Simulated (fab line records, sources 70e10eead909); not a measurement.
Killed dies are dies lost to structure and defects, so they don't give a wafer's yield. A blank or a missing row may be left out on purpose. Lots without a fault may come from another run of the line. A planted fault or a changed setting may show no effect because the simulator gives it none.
A struck lot beside a sound one | flow nand_harc | 15 steps out of a route of 1159
Sound: wafers L700.1, L700.3, L700.5. Struck: wafers L714.2, L714.3, L714.4. The cause comes at the end.
At each step with rows: each side's tool, then ch and its chambers, then its first start. Under that, the readings that differ: sound wafers | struck wafers | difference of the means | sigmas: that difference in standard deviations of wafers without a fault.
alike: readings whose means differ by less than 2 such deviations, and words and numbers that are the same on both sides. not compared: withheld readings, readings that some wafer has no value for, bounds like >300 that may hide the same value, and numbers for which the record gives no deviation and whose values overlap.
The two part at a step that has a row with sigmas, a row that says differs or no value, or rows on one side only. Numbers that don't overlap but have no deviation are shown without sigmas and don't part them. A reading that every wafer of one side lacks parts them only if that side has two wafers or more.

first, 8 steps without rows for these wafers: NHARC_A_CONTACT_COAT_34 (time 75 s); NHARC_A_CONTACT_COAT_35 (time 65 s); NHARC_A_CONTACT_COAT_36 (resist thk 90 nm); NHARC_A_CONTACT_SOFTBAKE_37 (time 55 s); NHARC_A_CONTACT_EBR_38; NHARC_A_CONTACT_EXPOSE_39 (exposes mask A CC 3); NHARC_A_CONTACT_PEB_40 (peb time 65 s); NHARC_A_CONTACT_DEVELOP_41 (develop time 35 s).
NHARC_A_CONTACT_CD_MEAS_42: target cd 200 nm.
  sound on cd_sem-02 ch 0, day 17 18:36; struck on cd_sem-02 ch 0, day 19 23:57
  alike: cd_nm
NHARC_A_CONTACT_OVL_MEAS_43:
  sound on overlay-01, day 17 18:41; struck on overlay-01, day 20 00:02
  alike: overlay_x_nm, overlay_y_nm
NHARC_A_CONTACT_INSPECT_44:
  sound on defect_inspect-02, day 17 18:43; struck on defect_inspect-01, day 20 00:04
  alike: raw_defect_count
NHARC_A_CONTACT_DESCUM_47: chemistry O2, time 3 s.
  sound on rie_diel-12 ch 1,2,3, day 17 18:48; struck on rie_diel-12 ch 0,2,3, day 20 00:08
  alike: drypump_motor_current_A, oes_product_au, rf_vpp_V, showerhead_plenum_p_Torr, throttle_valve_pct
  not compared: rf_hours_counter_h
NHARC_A_CONTACT_ETCH_48: etches the open film in CF4, target depth 39 nm, time 65 s.
  sound on rie_diel-12 ch 0,2, day 17 18:52; struck on rie_diel-12 ch 1,2,3, day 20 00:13
  reading          | sound             | struck         | difference                    | sigmas
  bias_w (W)       | 100.2 100.3 100.0 | - - -          | no value on the struck wafers |
  run_length_s (s) | 85.9 85.7 86.3    | 66.2 66.6 66.5 | -19.5                         | -47
  alike: drypump_motor_current_A, oes_product_au, rf_vpp_V, showerhead_plenum_p_Torr, throttle_valve_pct
  not compared: rf_hours_counter_h
NHARC_A_CONTACT_ETCH_49: etches the open film in N2/H2, target depth 260 nm, time 475.3 s.
  sound on rie_diel-12 ch 0,1,3; struck on rie_diel-12 ch 0,2,3
  alike: bias_w, drypump_motor_current_A, oes_product_au, rf_vpp_V, run_length_s, showerhead_plenum_p_Torr, throttle_valve_pct
  not compared: rf_hours_counter_h
-- the record jumps here: 3 days lie between the struck wafers' starts before and after (it left off in module A_CONTACT and takes up again in module END, whose first step shown is number 1159 of the route) --
NHARC_END_SORT_01:
  the record has rows for the struck wafers here (prober-01 ch 0, day 23 10:02) and none for the sound ones

WHERE THEY PART
First at NHARC_A_CONTACT_ETCH_48; last, within this record, at NHARC_END_SORT_01.

WHY: what the simulator had put in
Process parameter drift: rie_diel-12, from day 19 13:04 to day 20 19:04, at NHARC_A_CONTACT_ETCH_48. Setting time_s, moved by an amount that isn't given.
